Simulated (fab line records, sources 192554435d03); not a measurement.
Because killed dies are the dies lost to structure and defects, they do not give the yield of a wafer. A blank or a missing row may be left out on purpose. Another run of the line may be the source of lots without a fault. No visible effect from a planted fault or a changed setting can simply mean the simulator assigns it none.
Chamber matching || flow n5_finfet || ald_sin-03 running N5_SDB_ALD_29: 4 sister chambers
The step deposits SiNx, target thk 30 nm, pulse time 1 s, ald cycles 600. 18 wafers are shown with their chamber, then 9 later ones without.

== WAFERS PAIRED WITH THEIR CHAMBERS ==
{"wafer": "L076.2", "chamber": 3, "heater_power_w (W)": 689, "precursor_pulse_height_rel": 0.999}
{"wafer": "L076.4", "chamber": 1, "heater_power_w (W)": 783, "precursor_pulse_height_rel": 1.017}
{"wafer": "L076.6", "chamber": 2, "heater_power_w (W)": 661, "precursor_pulse_height_rel": 1.008}
{"wafer": "L077.1", "chamber": 0, "heater_power_w (W)": 911, "precursor_pulse_height_rel": 0.993}
{"wafer": "L077.3", "chamber": 3, "heater_power_w (W)": 685, "precursor_pulse_height_rel": 0.992}
{"wafer": "L077.5", "chamber": 1, "heater_power_w (W)": 805, "precursor_pulse_height_rel": 0.994}
{"wafer": "L078.1", "chamber": 1, "heater_power_w (W)": 803, "precursor_pulse_height_rel": 1.036}
{"wafer": "L078.3", "chamber": 2, "heater_power_w (W)": 660, "precursor_pulse_height_rel": 0.994}
{"wafer": "L078.6", "chamber": 3, "heater_power_w (W)": 678, "precursor_pulse_height_rel": 1.012}
{"wafer": "L082.1", "chamber": 2, "heater_power_w (W)": 662, "precursor_pulse_height_rel": 0.984}
{"wafer": "L082.4", "chamber": 3, "heater_power_w (W)": 682, "precursor_pulse_height_rel": 1.047}
{"wafer": "L082.6", "chamber": 3, "heater_power_w (W)": 689, "precursor_pulse_height_rel": 0.993}
{"wafer": "L086.1", "chamber": 3, "heater_power_w (W)": 668, "precursor_pulse_height_rel": 0.992}
{"wafer": "L086.2", "chamber": 0, "heater_power_w (W)": 928, "precursor_pulse_height_rel": 1.009}
{"wafer": "L086.4", "chamber": 2, "heater_power_w (W)": 665, "precursor_pulse_height_rel": 1.004}
{"wafer": "L087.2", "chamber": 2, "heater_power_w (W)": 647, "precursor_pulse_height_rel": 0.991}
{"wafer": "L087.5", "chamber": 3, "heater_power_w (W)": 690, "precursor_pulse_height_rel": 0.986}
{"wafer": "L087.6", "chamber": 2, "heater_power_w (W)": 653, "precursor_pulse_height_rel": 0.983}

SIGNATURES (means of the wafers above)
{"reading": "heater_power_w", "chamber 0": 919.50, "chamber 1": 797.00, "chamber 2": 658.00, "chamber 3": 683.00, "scatter within a chamber": 8.62}
{"reading": "precursor_pulse_height_rel", "chamber 0": 1.00100, "chamber 1": 1.01567, "chamber 2": 0.99400, "chamber 3": 1.00300, "scatter within a chamber": 0.0173}
Rule: for each reading, subtract the chamber's mean from the wafer's reading, divide by that reading's scatter and square the result; add these up over the readings and take the root, which gives the wafer's distance from the chamber. If the next closest chamber is less than 2 further off than the closest, the wafer can't be placed; otherwise it belongs to the closest. How the scatter is found: for the shown wafers, subtract from each reading the mean of its chamber, square and add these, divide the total by (wafers less chambers), then take the root.

== WAFERS WITHOUT THEIR CHAMBER ==
{"wafer": "L089.2", "heater_power_w (W)": 938, "precursor_pulse_height_rel": 1.007}
{"wafer": "L089.3", "heater_power_w (W)": 801, "precursor_pulse_height_rel": 1.012}
{"wafer": "L089.6", "heater_power_w (W)": 938, "precursor_pulse_height_rel": 0.984}
{"wafer": "L094.2", "heater_power_w (W)": 659, "precursor_pulse_height_rel": 0.993}
{"wafer": "L094.3", "heater_power_w (W)": 935, "precursor_pulse_height_rel": 1.011}
{"wafer": "L094.4", "heater_power_w (W)": 803, "precursor_pulse_height_rel": 1.057}
{"wafer": "L095.1", "heater_power_w (W)": 820, "precursor_pulse_height_rel": 1.021}
{"wafer": "L095.3", "heater_power_w (W)": 710, "precursor_pulse_height_rel": 1.038}
{"wafer": "L095.4", "heater_power_w (W)": 915, "precursor_pulse_height_rel": 1.016}

== WHICH CHAMBER EACH WENT THROUGH ==
{"wafer": "L089.2", "from the rows above": 0, "in truth": 0}
{"wafer": "L089.3", "from the rows above": 1, "in truth": 1}
{"wafer": "L089.6", "from the rows above": 0, "in truth": 0}
{"wafer": "L094.2", "from the rows above": 2, "in truth": 2}
{"wafer": "L094.3", "from the rows above": 0, "in truth": 0}
{"wafer": "L094.4", "from the rows above": 1, "in truth": 1}
{"wafer": "L095.1", "from the rows above": 1, "in truth": 1}
{"wafer": "L095.3", "from the rows above": 3, "in truth": 3}
{"wafer": "L095.4", "from the rows above": 0, "in truth": 0}
Correctly placed: 9 of 9. Can't be placed from these rows: 0. Placed wrongly: 0.
